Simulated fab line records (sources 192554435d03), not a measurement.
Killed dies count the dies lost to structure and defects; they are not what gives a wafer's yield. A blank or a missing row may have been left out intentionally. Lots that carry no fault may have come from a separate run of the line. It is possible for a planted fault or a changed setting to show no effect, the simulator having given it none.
Split-lot experiment -- flow n5_finfet -- 21 wafers read across 7 lots, on a route 1938 steps long

== THE SPLIT ==
At N5_BEOL_M15_SPUTTER_44 (material Ta, target thk 15 nm, time 24.19 s), the setting power_w was moved away from the recipe's 15000 W on 4 of the 21 wafers read, by -10.5% to -6.5%. This setting was run at the recipe's value on the other wafers.

The reading comes from the split's own step.

== THE READING ==
Ta_of_BEOL_M15_SPUTTER_44.thk_nm (the simulator's own value, which no gauge read), in nm, at N5_BEOL_M15_SPUTTER_44 (material Ta, target thk 15 nm, time 24.19 s). The file gives no usual value for it. The 17 wafers here that ran the recipe average 15.0 nm, standard deviation 0.26 nm.

wafer,"tool, chamber at the split","power_w as run, W",against the recipe,"Ta_of_BEOL_M15_SPUTTER_44.thk_nm, nm",against lot-mates on the recipe
L081.1,"pvd_sputter-02, -",15000,recipe,15,-
L081.3,"pvd_sputter-02, -",13550,-9.7%,13.6,-1.6
L081.4,"pvd_sputter-02, -",15000,recipe,15.4,-
L080.1,"pvd_sputter-01, -",15000,recipe,14.4,-
L080.2,"pvd_sputter-01, -",15000,recipe,14.8,-
L080.5,"pvd_sputter-01, -",15000,recipe,14.8,-
L090.1,"pvd_sputter-03, -",15000,recipe,15,-
L090.5,"pvd_sputter-03, -",14020,-6.5%,14.2,-0.8
L090.6,"pvd_sputter-03, -",14020,-6.5%,14,-1.0
L091.2,"pvd_sputter-01, -",15000,recipe,14.8,-
L091.6,"pvd_sputter-01, -",15000,recipe,14.8,-
L091.5,"pvd_sputter-01, -",15000,recipe,15,-
L093.2,"pvd_sputter-03, -",15000,recipe,15.4,-
L093.6,"pvd_sputter-03, -",15000,recipe,15.4,-
L093.5,"pvd_sputter-03, -",15000,recipe,15.2,-
L096.1,"pvd_sputter-02, -",15000,recipe,15.2,-
L096.2,"pvd_sputter-02, -",15000,recipe,15,-
L096.3,"pvd_sputter-02, -",15000,recipe,15,-
L097.2,"pvd_sputter-03, -",13420,-10.5%,13.8,-1.3
L097.4,"pvd_sputter-03, -",15000,recipe,15.2,-
L097.6,"pvd_sputter-03, -",15000,recipe,15,-

THE FIT
A straight line over all 21 wafers: Ta_of_BEOL_M15_SPUTTER_44.thk_nm changes by +0.133 nm for each +1% of power_w; r = +0.88; the points scatter about the line by 0.25 nm.
The same after taking each lot's own level away (the mean of its wafers on the recipe; 21 wafers): +0.141 nm for each +1%; r = +0.96; scatter 0.14 nm.
The reading moves by 1.5 nm for the largest change in power_w, on that fit.
Across the lots, their own levels run from 14.67 to 15.33 nm, a range of 2.6 times the standard deviation given above.
Consequently the slope shifts little with the lot-to-lot level, the two slopes agreeing.
Check: with one of the wafers moved furthest among these (-10.5%) left out of the fit, the line predicts -1.61 nm for it against its lot-mates. It came out at -1.3 nm against them.

== THE OTHER SPLITS THESE WAFERS WENT THROUGH ==
Before the reading, these wafers also passed through other splits. Each is held against what the fit with the lots' levels taken away leaves over:
other split on the same wafers,wafers away from the commonest value,r with Ta_of_BEOL_M15_SPUTTER_44.thk_nm (lot level and that fit taken away)
N5_BEOL_M13_EXPOSE_07 dose_mj,7,-0.12
N5_BEOL_M14_EXPOSE_25 dose_mj,8,+0.43
N5_BEOL_M14_DESCUM_33 time_s,5,-0.12

== THE FILE'S OWN FIT ==
Ta_of_BEOL_M15_SPUTTER_44.thk_nm changes by +0.142 nm for each +1% of power_w, r = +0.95.
